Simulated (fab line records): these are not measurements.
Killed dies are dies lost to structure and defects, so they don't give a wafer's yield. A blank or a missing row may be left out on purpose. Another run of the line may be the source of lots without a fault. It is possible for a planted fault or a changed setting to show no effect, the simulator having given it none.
Chamber matching	flow nandHarc	rieSi-05 running NHARC_A_WL_FILL_ETCHBACK_26: 4 sister chambers
The step etches the open film in HBr, target depth 52 nm, time 13.3 s. 20 wafers are shown with their chamber, then 10 later ones without.

## WAFERS, EACH WITH ITS CHAMBER
wafer	chamber	drypumpMotorCurrentA (A)	oesProductAu (a.u.)	throttleValvePct (%)
L074.1	0	6.4	1.004	23.272
L074.2	1	6.5	0.991	23.266
L074.5	2	5.5	0.985	23.267
L077.3	3	6.2	0.998	23.266
L077.4	2	5.5	0.987	23.261
L077.5	3	6.2	0.999	23.268
L078.2	1	6.4	0.980	23.250
L078.3	0	6.4	0.997	23.263
L078.5	2	5.4	0.978	23.270
L081.1	1	6.5	0.989	23.264
L081.2	3	6.2	0.992	23.277
L081.3	2	5.5	0.976	23.259
L080.2	0	6.4	0.999	23.250
L080.4	2	5.4	0.974	23.254
L080.6	1	6.4	0.982	23.247
L084.2	2	5.5	0.977	23.259
L084.5	0	6.4	1.024	23.268
L084.6	3	6.2	0.992	23.274
L090.1	0	6.4	0.985	23.266
L090.4	3	6.2	1.004	23.261

SIGNATURES (averages over the wafers above)
reading	chamber 0	chamber 1	chamber 2	chamber 3	scatter within a chamber
drypumpMotorCurrentA	6.400	6.450	5.467	6.200	0.0382
oesProductAu	1.00180	0.98550	0.97950	0.99700	0.00843
throttleValvePct	23.26380	23.25675	23.26167	23.26920	0.00747
Rule: for each reading, subtract the chamber's mean from the wafer's reading, divide by that reading's scatter and square the result; add these up over the readings and take the root, which gives the wafer's distance from the chamber. If the next closest chamber is less than 2 further off than the closest, the wafer can't be placed; otherwise it belongs to the closest. The scatter: the root of (the sum of the squares of (reading less its chamber's mean) over the shown wafers, divided by (wafers less chambers)).

## WAFERS WITH NO CHAMBER GIVEN
wafer	drypumpMotorCurrentA (A)	oesProductAu (a.u.)	throttleValvePct (%)
L090.5	5.5	0.973	23.257
L091.2	6.2	1.004	23.263
L091.4	5.5	0.996	23.277
L091.5	5.5	0.999	23.261
L094.1	6.5	0.987	23.267
L094.2	6.2	1.002	23.255
L094.5	6.2	1.006	23.269
L097.1	6.5	0.989	23.260
L097.3	6.2	0.999	23.268
L097.6	6.4	0.996	23.268

## WHICH CHAMBER EACH ONE RAN IN
wafer	from the rows above	in truth
L090.5	2	2
L091.2	3	3
L091.4	2	2
L091.5	2	2
L094.1	can't be placed: 1 or 0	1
L094.2	3	3
L094.5	3	3
L097.1	can't be placed: 1 or 0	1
L097.3	3	3
L097.6	can't be placed: 0 or 1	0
Placed correctly: 7 of 10. Not placeable from these rows: 3 (in 3, the candidates include the true chamber). Wrongly placed: 0.
